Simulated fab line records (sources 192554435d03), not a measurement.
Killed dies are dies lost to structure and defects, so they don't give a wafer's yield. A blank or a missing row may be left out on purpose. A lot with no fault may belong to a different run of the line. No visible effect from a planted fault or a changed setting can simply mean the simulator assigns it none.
Struck lot and sound lot, side by side ; flow n5-finfet ; 16 out of 1938 route steps
Sound: wafers L241.3, L241.4, L241.5. The struck wafers were L245.3, L245.4, L245.6. The cause is named last.
Each step with rows lists, per side, the tool, then ch with its chambers, then its first start. Under that, the readings that differ: sound wafers ; struck wafers ; difference of the means ; sigmas: that difference in standard deviations of wafers without a fault.
alike: same words and numbers on both sides, and readings whose means sit less than 2 such deviations apart. not compared: any withheld reading, any reading some wafer has no value for, any bound like >300 that may hide the same value, and any number with overlapping values for which the record gives no deviation.
The two part at a step that has a row with sigmas, a row that says differs or no value, or rows on one side only. Numbers that have no deviation but don't overlap get no sigmas and don't part them. A reading that every wafer of one side lacks parts them only if that side has two wafers or more.

first, 1 step without rows for these wafers: N5_FIN_SAQP_DEVELOP_15 (develop time 30 s).
N5_FIN_SAQP_CD_MEAS_16 targets a cd of 35.6 nm.
  sound on cd-sem-02 ch 0, day 3 04:34; struck on cd-sem-03 ch 0, day 4 04:38
  alike: cd-nm
N5_FIN_SAQP_OVL_MEAS_17:
  sound on overlay-01 ch 0, day 3 04:35; struck on overlay-01 ch 0, day 4 04:41
  alike: FIN_CORE_OVL
N5_FIN_SAQP_INSPECT_18: inspects for defects (brightfield).
  sound on defect-inspect-01 at day 3 04:37; struck on defect-inspect-01 at day 4 04:42
  alike: raw-defect-count
N5_FIN_SAQP_DESCUM_21: chemistry O2, time 7.9 s.
  sound on rie-diel-03 ch 1,2,3, day 3 04:39; struck on rie-diel-03 ch 2,3, day 4 04:48
  alike: chamber-pressure-mTorr, drypump-motor-current-A, oes-product-au, rf-vpp-V, showerhead-plenum-p-Torr, throttle-valve-pct
  not compared: rf-hours-counter-h
N5_FIN_SAQP_ETCH_51: etches SiARC in CF4, target depth 45.5 nm, time 75.8 s.
  sound on rie-diel-03 ch 1,2,3, day 3 04:41; struck on rie-diel-03 ch 2,3, day 4 04:50
  alike: chamber-pressure-mTorr, drypump-motor-current-A, etch-rf-on-time-s, oes-product-au, rf-vpp-V, showerhead-plenum-p-Torr, throttle-valve-pct
  not compared: rf-hours-counter-h
N5_FIN_SAQP_ETCH_52: etches SOC in N2/H2, target depth 100 nm, overetch 20 nm, time 150 s.
  sound on rie-diel-03 ch 1,2,3, day 3 04:44; struck on rie-diel-03 ch 2,3, day 4 04:53
  alike: chamber-pressure-mTorr, drypump-motor-current-A, h2-flow-sccm, oes-product-au, rf-vpp-V, showerhead-plenum-p-Torr, throttle-valve-pct
  not compared: rf-hours-counter-h
then, 1 step without rows for these wafers: N5_FIN_SAQP_STRIP_53 (strips in N2/H2).
N5_FIN_SAQP_HM_OPEN_73: chemistry CHF3/O2, target SiO2, stops on a-Si, target depth 12 nm, time 16.8 s.
  sound on rie-diel-03 ch 1,2,3, day 3 04:51; struck on rie-diel-03 ch 2,3, day 4 05:00
  alike: chamber-pressure-mTorr, drypump-motor-current-A, oes_ar_750_au, oes-product-au, rf-vpp-V, showerhead-plenum-p-Torr, throttle-valve-pct
  not compared: rf-hours-counter-h
then, 1 step without rows for these wafers: N5_FIN_SAQP_STRIP_74 (strips in CHF3/O2).
N5_FIN_SAQP_MANDREL_ETCH_22: etches a-Si in HBr/Cl2, stops on SiNx, target depth 60 nm, bt time 10 s, time 30 s.
  sound on rie-si-02 ch 0,2, day 3 04:56; struck on rie-si-05 ch 0,1,3, day 4 05:05
  alike: HBr_flow_sccm, chamber-pressure-mTorr, drypump-motor-current-A, oes-product-au, throttle-valve-pct
  not compared: rf-hours-counter-h
then, 1 step without rows for these wafers: N5_FIN_SAQP_STRIP_55 (strips in N2/H2).
N5_FIN_SAQP_STRIP_23: strips in SPM, time 750 s.
  sound on wet-bench-03 ch 1,5,7, day 3 05:06; struck on wet-bench-02 ch 0,6,7, day 4 05:31
  no value came back on the struck wafers for bath-guard-temp-C (C), bath-heat-duty-pct (%); on the sound wafers bath-guard-temp-C (C) reads 130.0 129.7 128.3
then, 1 step without rows for these wafers: N5_FIN_SAQP_SRD_66 (time 30 s).
-- the record jumps here: 6 days lie between the struck wafers' starts before and after (it left off in module FIN_SAQP and takes up again in module BEOL_M4, whose first step shown is number 1111 of the route) --
N5_BEOL_M4_RC_MEAS_101:
  sound on prober-01 ch 0, day 9 04:16; struck on prober-01 ch 0, day 10 00:25
  alike: DIBL_N, DIBL_P, IOFF_N, IOFF_P, ION_N, ION_P, SS_N, SS_P, VT_N, VT_P
-- record jumps: 4 days separate the struck wafers' starts on either side; left off in module BEOL_M4, taken up again in module PASSIVATION, whose first shown step is the route's number 1936 --
N5_PASSIVATION_PROBE_49:
  record: rows for the struck wafers here (prober-01, day 13 23:08), none for the sound ones

WHERE THEY PART
First at N5_FIN_SAQP_STRIP_23; last, within this record, at N5_PASSIVATION_PROBE_49.

WHY: whatever the simulator had introduced
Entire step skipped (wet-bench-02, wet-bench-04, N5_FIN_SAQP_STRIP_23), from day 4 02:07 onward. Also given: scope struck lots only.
